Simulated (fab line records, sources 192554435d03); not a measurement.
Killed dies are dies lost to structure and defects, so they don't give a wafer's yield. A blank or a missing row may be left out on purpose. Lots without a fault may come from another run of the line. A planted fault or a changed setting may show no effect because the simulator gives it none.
fab line records | flow n5_finfet
record lots=7 wafers=21
route steps=1938 shown BEOL_M5@1142 BEOL_M6@1221 BEOL_M7@1302
start_h: hours from the record's first day to the start of the lot's first wafer shown | wait_h: hours since the lot's step before | " the same as in the row above | L1.1+2: a row that stands for several wafers | - no value, or no start given | * or withheld: withheld | < > ~ a bound
route shown NAME@n: a module of which the file shows steps, and the number in the route of the first | usual: mean/standard deviation of fault-free wafers | same: alike in all rows | chamber/n: place in a boat | sites: the reading at each site | _std_site: their standard deviation | _edge_site: outer sites' mean less inner sites' | radius_mm: how far each site lies from the wafer's centre | mask NAME#n: copy n | behind: the tool/chamber that last shaped the wafer | hold: why the lot was held/for how many hours/how that ended | device: the transistor (n, p or np) that didn't switch | end of line: the same wafers' tests at the end of the route | a step without rows: its recipe alone | killed: dies lost to structure and defects at the first sort, not the wafer's yield | map: a wafer's dies, x killed, . not, _ none there
set.NAME: the setting as run; set.NAME@STEP: as run at that earlier step | model.NAME: the simulator's own value behind a step, which no gauge read
lots whose settings were changed on purpose; a table a step, a row a wafer
## steps
# step N5_BEOL_M5_COAT_22
# recipe resist=CAR-EUV spin_rpm=1500 resist_thk_nm=30
# columns lot.wafer tool chamber start_h wait_h set.spin_rpm model.CAR-EUV_of_BEOL_M5_COAT_22.thk_nm
L077.1+2 litho_track-03 0 - - 1373 31.2
L077.6 " 0 " " 1500 29.8
L076.1+5 litho_track-03 0 - - 1500 30
L076.3 " 0 " " 1389 31.2
L079.4 litho_track-05 0 - - 1500 30.2
L079.5 " 0 " " 1439 30.8
L079.6 " 0 " " 1439 30.6
L082.2+3 litho_track-02 0 - - 1500 30.2
L082.5 " 0 " " 1500 30
L081.1 litho_track-03 0 - - 1400 31
L081.5 " 0 " " 1400 30.8
L081.6 " 0 " " 1500 30
L087.1+2 litho_track-05 0 - - 1500 30
L087.4 " 0 " " 1595 29
L086.1+4 litho_track-03 0 - - 1500 30
L086.2 " 0 " " 1336 31.8
# step N5_BEOL_M5_EBR_24
# recipe solvent=PGMEA ebr_width_mm=1.5
# step N5_BEOL_M5_SOFTBAKE_23
# recipe temp_c=110 time_s=60 resist=CAR-EUV
# step N5_BEOL_M5_EXPOSE_25
# recipe mask_id=V4 na=0.33 source_shape=quasar sigma_inner=0.2 sigma_outer=0.6 polarization=unpolarized defocus_nm=10 dose_mj=52.75
# step N5_BEOL_M5_PEB_26
# recipe peb_temp_c=100 peb_time_s=60 resist=CAR-EUV
# step N5_BEOL_M5_DEVELOP_27
# recipe develop_time_s=30 developer=TMAH resist=CAR-EUV rinse_liquid=surfactant_rinse dry=air_spin dev_temp_c=23
# columns lot.wafer tool chamber start_h wait_h set.spin_rpm@BEOL_M5_COAT_22 model.CAR-EUV_of_BEOL_M5_COAT_22.thk_nm
L077.1+2 litho_track-03 0 - - 1373 30.8
L077.6 " 0 " " 1500 29.4
L076.1+5 litho_track-03 0 - - 1500 29.6
L076.3 " 0 " " 1389 30.8
L079.4 litho_track-03 0 - - 1500 29.6
L079.5 " 0 " " 1439 30.4
L079.6 " 0 " " 1439 30.2
L082.2+5 litho_track-02 0 - - 1500 29.6
L082.3 " 0 " " 1500 29.8
L081.1+5 litho_track-02 0 - - 1400 30.4
L081.6 " 0 " " 1500 29.4
L087.1+2 litho_track-02 0 - - 1500 29.6
L087.4 " 0 " " 1595 28.6
L086.1 litho_track-05 0 - - 1500 29.4
L086.2 " 0 " " 1336 31.4
L086.4 " 0 " " 1500 29.6
# step N5_BEOL_M5_DESCUM_33
# recipe chemistry=O2 time_s=7 source_power_w=50 bias_power_w=20 pressure_mtorr=20 rf_frequency_hz=2.712e+07 temp_c=40 resist=CAR-EUV o2_flow_sccm=225
# columns lot.wafer tool chamber start_h wait_h set.spin_rpm@BEOL_M5_COAT_22 model.CAR-EUV_of_BEOL_M5_COAT_22.thk_nm
L077.1 rie_diel-05 1 184.00 0.2 1373 27.2
L077.2 " 3 " " 1373 27.4
L077.6 " 1 " " 1500 26
L076.1+5 rie_diel-03 1,3 190.72 1.9 1500 26
L076.3 " 3 " " 1389 27.2
L079.4 rie_diel-03 3 226.67 0.8 1500 26.2
L079.5+6 " 0,1 " " 1439 26.8
L082.2+5 rie_diel-05 2 229.24 0.2 1500 26.2
L082.3 " 3 " " 1500 26.4
L081.1+5 rie_diel-03 1,0 233.51 0.0 1400 27
L081.6 " 3 " " 1500 26
L087.1+2 rie_diel-05 1,3 263.28 0.0 1500 26
L087.4 " 0 " " 1595 25.2
L086.1 rie_diel-05 2 269.21 0.1 1500 26
L086.2 " 0 " " 1336 27.8
L086.4 " 3 " " 1500 26.2
# step N5_BEOL_M5_ETCH_75
# recipe chemistry=N2/H2 target=underlayer target_depth_a=65 mask_material=CAR-EUV time_s=5.2 ion_energy_ev=200 pressure_mtorr=30 source_w=840 bias_w=150 n2_flow_sccm=200 h2_flow_sccm=200 ends=cleared
# step N5_BEOL_M5_ETCH_67
# recipe chemistry=CF4 target=SiARC target_depth_a=156 mask_material=CAR-EUV time_s=26 ion_energy_ev=80 pressure_mtorr=40 source_w=545 bias_w=36 Ar_flow_sccm=100 cf4_flow_sccm=100 ends=cleared
# columns lot.wafer tool chamber start_h wait_h set.spin_rpm@BEOL_M5_COAT_66 model.etch.depth_nm
L077.1 rie_diel-05 1 184.05 0.0 1500 12.05
L077.2 " 3 " " 1555 11.78
L077.6 " 1 " " 1555 11.76
L076.1 rie_diel-03 1 190.77 0.0 1587 11.64
L076.3+5 " 3 " " 1500 11.95
L079.4 rie_diel-03 3 226.72 0.0 1500 12.07
L079.5 " 0 " " 1583 11.72
L079.6 " 1 " " 1583 11.75
L082.2 rie_diel-05 2 229.29 0.0 1500 11.95
L082.3 " 3 " " 1500 11.98
L082.5 " 2 " " 1500 11.94
L081.1 rie_diel-03 1 233.56 0.0 1500 11.97
L081.5 " 0 " " 1615 11.52
L081.6 " 3 " " 1500 11.99
L087.1 rie_diel-05 1 263.34 0.0 1500 12.04
L087.2 " 3 " " 1500 12.02
L087.4 " 0 " " 1500 12.03
L086.1 rie_diel-05 2 269.26 0.0 1500 11.96
L086.2 " 0 " " 1335 12.7
L086.4 " 3 " " 1335 12.72
# step N5_BEOL_M5_ETCH_68
# recipe chemistry=N2/H2 target=SOC target_depth_a=800 overetch_a=160 mask_material=SiARC temp_c=40 time_s=120 ion_energy_ev=200 pressure_mtorr=30 source_w=840 bias_w=150 n2_flow_sccm=200 h2_flow_sccm=200
# columns lot.wafer tool chamber start_h wait_h set.spin_rpm@BEOL_M5_COAT_66 model.SiARC_of_BEOL_M5_COAT_66.thk_nm
L077.1 rie_diel-05 1 184.08 0.0 1500 6.2
L077.2 " 3 " " 1555 6.2
L077.6 " 1 " " 1555 6
L076.1 rie_diel-03 1 190.80 0.0 1587 6.2
L076.3+5 " 3 " " 1500 6.4
L079.4 rie_diel-03 3 226.77 0.0 1500 6.6
L079.5+6 " 0,1 " " 1583 6.2
L082.2+5 rie_diel-05 2 229.32 0.0 1500 6.2
L082.3 " 3 " " 1500 6.4
L081.1+6 rie_diel-03 1,3 233.59 0.0 1500 6.4
L081.5 " 0 " " 1615 6
L087.1 rie_diel-05 1 263.36 0.0 1500 6.2
L087.2 " 3 " " 1500 6.4
L087.4 " 0 " " 1500 6.6
L086.1 rie_diel-05 2 269.29 0.0 1500 6.2
L086.2+4 " 0,3 " " 1335 7.2
# step N5_BEOL_M5_TRENCH_ETCH_37
# recipe chemistry=C4F6/O2 target_depth_a=716.52 target=SiCOH_lowk time_s=24.7 ion_energy_ev=250 pressure_mtorr=30 source_w=345 bias_w=185 Ar_flow_sccm=300 C4F6_flow_sccm=10 O2_flow_sccm=10
# usual rf_vpp_V=668/10
# columns lot.wafer tool chamber start_h wait_h set.bias_w rf_vpp_V
L077.1 rie_diel-05 1 - - 185 674
L077.2 " 3 " " 200.4 713
L077.6 " 1 " " 185 673
L076.1 rie_diel-03 1 - - 185 661
L076.3 " 3 " " 154.2 568
L076.5 " 3 " " 154.2 566
L079.4 rie_diel-03 3 - - 185 655
L079.5 " 0 " " 185 668
L079.6 " 1 " " 185 660
L082.2 rie_diel-05 2 - - 185 678
L082.3 " 3 " " 185 667
L082.5 " 2 " " 185 676
L081.1 rie_diel-03 1 - - 185 659
L081.5 " 0 " " 185 668
L081.6 " 3 " " 185 655
L087.1 rie_diel-05 1 - - 185 672
L087.2 " 3 " " 202.3 716
L087.4 " 0 " " 202.3 703
L086.1 rie_diel-05 2 - - 185 678
L086.2 " 0 " " 185 657
L086.4 " 3 " " 185 668
# step N5_BEOL_M5_ETCH_41
# recipe chemistry=CH3F/O2 target=SiCN target_depth_a=315 taper_deg=2 time_s=56.7 ion_energy_ev=120 mask_material=TiN pressure_mtorr=30 source_w=395 bias_w=75 Ar_flow_sccm=150 CH3F_flow_sccm=30 O2_flow_sccm=20
# usual rf_vpp_V=297.5/1.8
# columns lot.wafer tool chamber start_h wait_h set.source_w rf_vpp_V model.etch.depth_nm
L077.1 rie_diel-05 1 - - 464.3 283.9 23.22
L077.2 " 3 " " 395 295.0 21.44
L077.6 " 1 " " 395 299.4 22.03
L076.1 rie_diel-03 1 - - 350.6 308.7 20.32
L076.3 " 3 " " 395 296.8 21.6
L076.5 " 3 " " 350.6 308.6 20.6
L079.4 rie_diel-03 3 - - 395 296.1 21.54
L079.5 " 0 " " 395 295.5 21.36
L079.6 " 1 " " 395 296.8 21.33
L082.2 rie_diel-05 2 - - 395 299.6 21.92
L082.3 " 3 " " 395 298.0 21.39
L082.5 " 2 " " 395 302.6 21.74
L081.1 rie_diel-03 1 - - 395 298.4 21.38
L081.5 " 0 " " 334 312.2 20.06
L081.6 " 3 " " 334 311.5 20.24
L087.1 rie_diel-05 1 - - 395 299.9 21.71
L087.2 " 3 " " 325 314.3 19.95
L087.4 " 0 " " 395 299.5 21.25
L086.1 rie_diel-05 2 - - 395 299.8 21.94
L086.2 " 0 " " 395 299.8 21.32
L086.4 " 3 " " 395 296.5 21.5
# step N5_BEOL_M6_COAT_22
# recipe resist=CAR-EUV spin_rpm=1500 resist_thk_nm=30
# columns lot.wafer tool chamber start_h wait_h set.spin_rpm model.CAR-EUV_of_BEOL_M6_COAT_22.thk_nm
L077.1+2 litho_track-01 0 - - 1500 29.8
L077.6 " 0 " " 1500 29.6
L076.1 litho_track-02 0 - - 1404 31
L076.3 " 0 " " 1500 29.8
L076.5 " 0 " " 1404 30.8
L079.4 litho_track-04 0 - - 1341 31.8
L079.5 " 0 " " 1500 30.2
L079.6 " 0 " " 1500 30
L082.2+3 litho_track-01 0 - - 1500 30
L082.5 " 0 " " 1500 29.8
L081.1 litho_track-04 0 - - 1500 30
L081.5+6 " 0 " " 1626 28.8
L087.1+2 litho_track-04 0 - - 1500 30
L087.4 " 0 " " 1381 31.4
L086.1 litho_track-02 0 - - 1424 30.6
L086.2 " 0 " " 1424 30.8
L086.4 " 0 " " 1500 30
# step N5_BEOL_M6_EXPOSE_25
# recipe mask_id=V5 na=0.33 source_shape=annular sigma_inner=0.4 sigma_outer=0.8 polarization=unpolarized target_cd_nm=40 dose_mj=45
# columns lot.wafer tool chamber start_h wait_h mask set.dose_mj
L077.1 euv_scanner-02 0 200.05 - V5#0 45
L077.2+6 " 0 " " V5#0 47.72
L076.1+3 euv_scanner-01 0 202.11 - V5#0 45
L076.5 " 0 " " V5#0 46.73
L079.4+5 euv_scanner-02 0 242.82 - V5#0 48.33
L079.6 " 0 " " V5#0 45
L082.2+3+5 euv_scanner-01 0 242.98 - V5#0 45
L081.1+5+6 euv_scanner-02 0 247.08 - V5#0 45
L087.1+4 euv_scanner-02 0 275.01 - V5#0 45
L087.2 " 0 " " V5#0 46.38
L086.1+4 euv_scanner-02 0 280.21 - V5#0 47.33
L086.2 " 0 " " V5#0 45
# step N5_BEOL_M6_PEB_26
# recipe peb_temp_c=100 peb_time_s=60 resist=CAR-EUV
# step N5_BEOL_M6_DEVELOP_27
# recipe develop_time_s=30 developer=TMAH resist=CAR-EUV rinse_liquid=surfactant_rinse dry=air_spin dev_temp_c=23
# step N5_BEOL_M6_CD_MEAS_28
# recipe target_cd_nm=40 landing_energy_ev=500 detector=se_inlens
# usual cd_nm=40.02/0.25
# columns lot.wafer tool chamber start_h wait_h set.dose_mj@BEOL_M6_EXPOSE_25 cd_nm
L077.1 cd_sem-02 0 200.19 - 45 40.19
L077.2 " 0 " " 47.72 41.03
L077.6 " 0 " " 47.72 40.87
L076.1 cd_sem-02 0 202.24 - 45 40.36
L076.3 " 0 " " 45 40.03
L076.5 " 0 " " 46.73 40.87
L079.4 cd_sem-02 0 242.94 - 48.33 41.80
L079.5 " 0 " " 48.33 42.08
L079.6 " 0 " " 45 40.22
L082.2 cd_sem-02 0 243.11 - 45 40.68
L082.3 " 0 " " 45 40.08
L082.5 " 0 " " 45 40.16
L081.1 cd_sem-02 0 247.21 - 45 39.89
L081.5 " 0 " " 45 39.92
L081.6 " 0 " " 45 39.87
L087.1 cd_sem-03 0 275.15 - 45 40.02
L087.2 " 0 " " 46.38 40.23
L087.4 " 0 " " 45 39.87
L086.1 cd_sem-02 0 280.34 - 47.33 41.16
L086.2 " 0 " " 45 40.10
L086.4 " 0 " " 47.33 40.89
# step N5_BEOL_M6_DESCUM_33
# recipe chemistry=O2 time_s=7 source_power_w=50 bias_power_w=20 pressure_mtorr=20 rf_frequency_hz=2.712e+07 temp_c=40 resist=CAR-EUV o2_flow_sccm=225
# columns lot.wafer tool chamber start_h wait_h set.dose_mj@BEOL_M6_EXPOSE_25 model.BEOL_M6.cd_nm
L077.1 rie_diel-06 3 200.73 0.5 45 39.8
L077.2 " 0 " " 47.72 41.2
L077.6 " 0 " " 47.72 41.4
L076.1 rie_diel-01 0 202.36 0.0 45 40.2
L076.3 " 1 " " 45 40
L076.5 " 2 " " 46.73 40.8
L079.4+5 rie_diel-06 0,1 243.28 0.3 48.33 41.8
L079.6 " 2 " " 45 40
L082.2+5 rie_diel-01 2,3 243.41 0.2 45 40.2
L082.3 " 1 " " 45 40
L081.1+6 rie_diel-02 1,2 247.59 0.3 45 39.8
L081.5 " 1 " " 45 40
L087.1+4 rie_diel-02 0,1 275.45 0.2 45 40
L087.2 " 2 " " 46.38 40.6
L086.1+4 rie_diel-06 1,0 280.46 0.0 47.33 41.2
L086.2 " 2 " " 45 39.8
# step N5_BEOL_M6_ETCH_72
# recipe chemistry=N2/H2 target=underlayer target_depth_a=65 mask_material=CAR-EUV time_s=5.2 ion_energy_ev=200 pressure_mtorr=30 source_w=840 bias_w=150 n2_flow_sccm=200 h2_flow_sccm=200 ends=cleared
# step N5_BEOL_M6_ETCH_65
# recipe chemistry=CF4 target=SiARC target_depth_a=156 mask_material=CAR-EUV time_s=26 ion_energy_ev=80 pressure_mtorr=40 source_w=545 bias_w=36 Ar_flow_sccm=100 cf4_flow_sccm=100 ends=cleared
# columns lot.wafer tool chamber start_h wait_h set.dose_mj@BEOL_M6_EXPOSE_25 model.BEOL_M6.cd_nm
L077.1 rie_diel-06 3 200.79 0.0 45 40
L077.2 " 0 " " 47.72 41
L077.6 " 0 " " 47.72 41.2
L076.1+3 rie_diel-01 0,1 202.41 0.0 45 40.2
L076.5 " 2 " " 46.73 40.8
L079.4 rie_diel-06 0 243.34 0.0 48.33 41.6
L079.5 " 1 " " 48.33 42
L079.6 " 2 " " 45 40
L082.2 rie_diel-01 2 243.47 0.0 45 40.4
L082.3+5 " 1,3 " " 45 40.2
L081.1+5 rie_diel-02 1 247.64 0.0 45 40
L081.6 " 2 " " 45 39.8
L087.1+4 rie_diel-02 0,1 275.50 0.0 45 40
L087.2 " 2 " " 46.38 40.4
L086.1 rie_diel-06 1 280.51 0.0 47.33 41.2
L086.2 " 2 " " 45 39.8
L086.4 " 0 " " 47.33 41
# step N5_BEOL_M6_ETCH_66
# recipe chemistry=N2/H2 target=SOC target_depth_a=800 overetch_a=160 mask_material=SiARC temp_c=40 time_s=120 ion_energy_ev=200 pressure_mtorr=30 source_w=840 bias_w=150 n2_flow_sccm=200 h2_flow_sccm=200
# columns lot.wafer tool chamber start_h wait_h set.dose_mj@BEOL_M6_EXPOSE_25 model.BEOL_M6.cd_nm
L077.1 rie_diel-06 3 200.81 0.0 45 40.4
L077.2 " 0 " " 47.72 41.2
L077.6 " 0 " " 47.72 41.4
L076.1 rie_diel-01 0 202.44 0.0 45 40.2
L076.3 " 1 " " 45 40.4
L076.5 " 2 " " 46.73 40.8
L079.4+5 rie_diel-06 0,1 243.36 0.0 48.33 41.8
L079.6 " 2 " " 45 40
L082.2 rie_diel-01 2 243.49 0.0 45 40
L082.3 " 1 " " 45 40.2
L082.5 " 3 " " 45 40.4
L081.1+5 rie_diel-02 1 247.67 0.0 45 40.2
L081.6 " 2 " " 45 39.8
L087.1 rie_diel-02 0 275.53 0.0 45 40.2
L087.2 " 2 " " 46.38 40.4
L087.4 " 1 " " 45 40
L086.1 rie_diel-06 1 280.54 0.0 47.33 41
L086.2 " 2 " " 45 39.8
L086.4 " 0 " " 47.33 41.2
# step N5_BEOL_M7_ETCH_66
# recipe chemistry=N2/H2 target=SOC target_depth_a=800 overetch_a=160 mask_material=SiARC temp_c=40 time_s=120 ion_energy_ev=200 pressure_mtorr=30 source_w=840 bias_w=150 n2_flow_sccm=200 h2_flow_sccm=200
# usual rf_vpp_V=523.9/2.8
# columns lot.wafer tool chamber start_h wait_h set.bias_w rf_vpp_V model.SiARC_of_BEOL_M7_COAT_64.thk_nm
L077.1 rie_diel-03 2 208.81 0.0 164.3 558.4 5.4
L077.2 " 0 " " 164.3 550.4 5.6
L077.6 " 3 " " 150 524.0 6.4
L076.1 rie_diel-03 3 210.28 0.0 150 521.9 6.4
L076.3 " 2 " " 150 524.8 6.2
L076.5 " 3 " " 150 523.1 6.4
L082.2 rie_diel-04 2 250.51 0.0 150 520.6 6.4
L082.3 " 3 " " 150 526.2 6.6
L082.5 " 0 " " 150 522.7 6.4
L079.4 rie_diel-03 0 250.73 0.0 128.6 473.3 7.4
L079.5 " 0 " " 128.6 471.8 7.6
L079.6 " 1 " " 150 523.9 6.6
L081.1 rie_diel-04 2 257.36 0.0 150 519.6 6.4
L081.5 " 2 " " 135.7 487.3 7.2
L081.6 " 1 " " 150 525.9 6.6
L087.1 rie_diel-04 0 286.29 0.0 150 523.0 6.4
L087.2 " 2 " " 150 519.9 6.4
L087.4 " 3 " " 150 526.2 6.4
L086.1 rie_diel-05 3 292.80 0.0 150 523.1 6.4
L086.2 " 1 " " 150 527.8 6.2
L086.4 " 2 " " 124.8 469.2 7.6
# step N5_BEOL_M7_TRENCH_ETCH_37
# recipe chemistry=C4F6/O2 target_depth_a=934.78 target=SiCOH_lowk time_s=31.2 ion_energy_ev=250 pressure_mtorr=30 source_w=345 bias_w=185 Ar_flow_sccm=300 C4F6_flow_sccm=10 O2_flow_sccm=10
# usual rf_vpp_V=668/10
# columns lot.wafer tool chamber start_h wait_h set.bias_w rf_vpp_V model.etch.depth_nm model.BEOL_M7.feature_depth_nm
L077.1 rie_diel-03 2 - - 185 682 92.88 92.8
L077.2 " 0 " " 210 737 96.6 96.6
L077.6 " 3 " " 185 656 93.06 93
L076.1 rie_diel-03 3 - - 185 655 94.81 94.8
L076.3 " 2 " " 185 682 93.1 93
L076.5 " 3 " " 185 657 93.66 93.6
L082.2 rie_diel-04 2 - - 185 651 92.32 92.4
L082.3 " 3 " " 185 678 92.8 92.8
L082.5 " 0 " " 185 679 93.52 93.6
L079.4 rie_diel-03 0 - - 185 668 92.16 92.2
L079.5 " 0 " " 185 667 92.33 92.4
L079.6 " 1 " " 185 659 91.21 91.2
L081.1 rie_diel-04 2 - - 185 650 91.58 91.6
L081.5 " 2 " " 185 650 91.91 92
L081.6 " 1 " " 158.6 596 85.65 85.6
L087.1 rie_diel-04 0 - - 185 679 92.28 92.2
L087.2 " 2 " " 203.3 701 94.46 94.4
L087.4 " 3 " " 203.3 731 94.48 94.4
L086.1 rie_diel-05 3 - - 185 667 92.66 92.6
L086.2 " 1 " " 185 672 94.03 94
L086.4 " 2 " " 185 678 94.96 95
# step N5_BEOL_M7_ETCH_41
# recipe chemistry=CH3F/O2 target=SiCN target_depth_a=319 taper_deg=2 time_s=57.8 ion_energy_ev=120 mask_material=TiN pressure_mtorr=30 source_w=395 bias_w=75 Ar_flow_sccm=150 CH3F_flow_sccm=30 O2_flow_sccm=20
# step N5_BEOL_M7_STRIP_80
# recipe chemistry=N2/H2 time_s=10 power_w=450 temp_c=40 pressure_mtorr=20 rf_frequency_hz=6e+07 bias_power_w=7 n2_flow_sccm=200 h2_flow_sccm=200
# step N5_BEOL_M7_OCD_MEAS_38
# usual trench_depth_nm=93.4/1.9
# columns lot.wafer tool chamber start_h wait_h set.bias_w@BEOL_M7_TRENCH_ETCH_37 trench_depth_nm
L077.1 ocd-02 - 209.16 - 185 93.0
L077.2 " - " " 210 96.7
L077.6 " - " " 185 92.9
L076.1 ocd-02 - 210.63 - 185 95.2
L076.3 " - " " 185 92.9
L076.5 " - " " 185 94.1
L082.2 ocd-02 - 250.86 - 185 92.7
L082.3 " - " " 185 92.9
L082.5 " - " " 185 93.9
L079.4 ocd-02 - 251.09 - 185 92.5
L079.5 " - " " 185 92.6
L079.6 " - " " 185 90.7
L081.1 ocd-01 - 257.71 - 185 91.8
L081.5 " - " " 185 92.1
L081.6 " - " " 158.6 86.2
L087.1 ocd-02 - 286.63 - 185 92.3
L087.2 " - " " 203.3 94.6
L087.4 " - " " 203.3 94.7
L086.1 ocd-02 - 293.15 - 185 92.6
L086.2 " - " " 185 94.3
L086.4 " - " " 185 94.9
## key
split step=N5_BEOL_M5_COAT_22 setting=spin_rpm stated=1500 by=wafer
response step=N5_BEOL_M5_COAT_22 reading=model.CAR-EUV_of_BEOL_M5_COAT_22.thk_nm change=-0.158 per=1% r=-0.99
response step=N5_BEOL_M5_DEVELOP_27 reading=model.CAR-EUV_of_BEOL_M5_COAT_22.thk_nm change=-0.165 per=1% r=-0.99
response step=N5_BEOL_M5_DESCUM_33 reading=model.CAR-EUV_of_BEOL_M5_COAT_22.thk_nm change=-0.152 per=1% r=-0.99
split step=N5_BEOL_M5_TRENCH_ETCH_37 setting=bias_w stated=185 by=wafer
response step=N5_BEOL_M5_TRENCH_ETCH_37 reading=rf_vpp_V change=+5.2 per=1% r=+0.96
split step=N5_BEOL_M5_ETCH_41 setting=source_w stated=395 by=wafer
response step=N5_BEOL_M5_ETCH_41 reading=rf_vpp_V change=-0.844 per=1% r=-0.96
response step=N5_BEOL_M5_ETCH_41 reading=model.etch.depth_nm change=+0.0859 per=1% r=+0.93
split step=N5_BEOL_M6_COAT_22 setting=spin_rpm stated=1500 by=wafer
response step=N5_BEOL_M6_COAT_22 reading=model.CAR-EUV_of_BEOL_M6_COAT_22.thk_nm change=-0.159 per=1% r=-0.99
split step=N5_BEOL_M6_EXPOSE_25 setting=dose_mj stated=45 by=wafer
response step=N5_BEOL_M6_CD_MEAS_28 reading=cd_nm change=+0.18 per=1% r=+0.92
response step=N5_BEOL_M6_DESCUM_33 reading=model.BEOL_M6.cd_nm change=+0.24 per=1% r=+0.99
response step=N5_BEOL_M6_ETCH_65 reading=model.BEOL_M6.cd_nm change=+0.212 per=1% r=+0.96
response step=N5_BEOL_M6_ETCH_66 reading=model.BEOL_M6.cd_nm change=+0.199 per=1% r=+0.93
split step=N5_BEOL_M7_ETCH_66 setting=bias_w stated=150 by=wafer
response step=N5_BEOL_M7_ETCH_66 reading=rf_vpp_V change=+3.45 per=1% r=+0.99
response step=N5_BEOL_M7_ETCH_66 reading=model.SiARC_of_BEOL_M7_COAT_64.thk_nm change=-0.0748 per=1% r=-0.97
split step=N5_BEOL_M7_TRENCH_ETCH_37 setting=bias_w stated=185 by=wafer
response step=N5_BEOL_M7_TRENCH_ETCH_37 reading=rf_vpp_V change=+4.25 per=1% r=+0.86
response step=N5_BEOL_M7_TRENCH_ETCH_37 reading=model.etch.depth_nm change=+0.326 per=1% r=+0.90
response step=N5_BEOL_M7_TRENCH_ETCH_37 reading=model.BEOL_M7.feature_depth_nm change=+0.331 per=1% r=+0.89
response step=N5_BEOL_M7_OCD_MEAS_38 reading=trench_depth_nm change=+0.323 per=1% r=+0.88
split outside_this_file step=N5_BEOL_M5_COAT_66 setting=spin_rpm
# split outside_this_file: this setting was split too, and the file shows its column; the key of that split is in another file
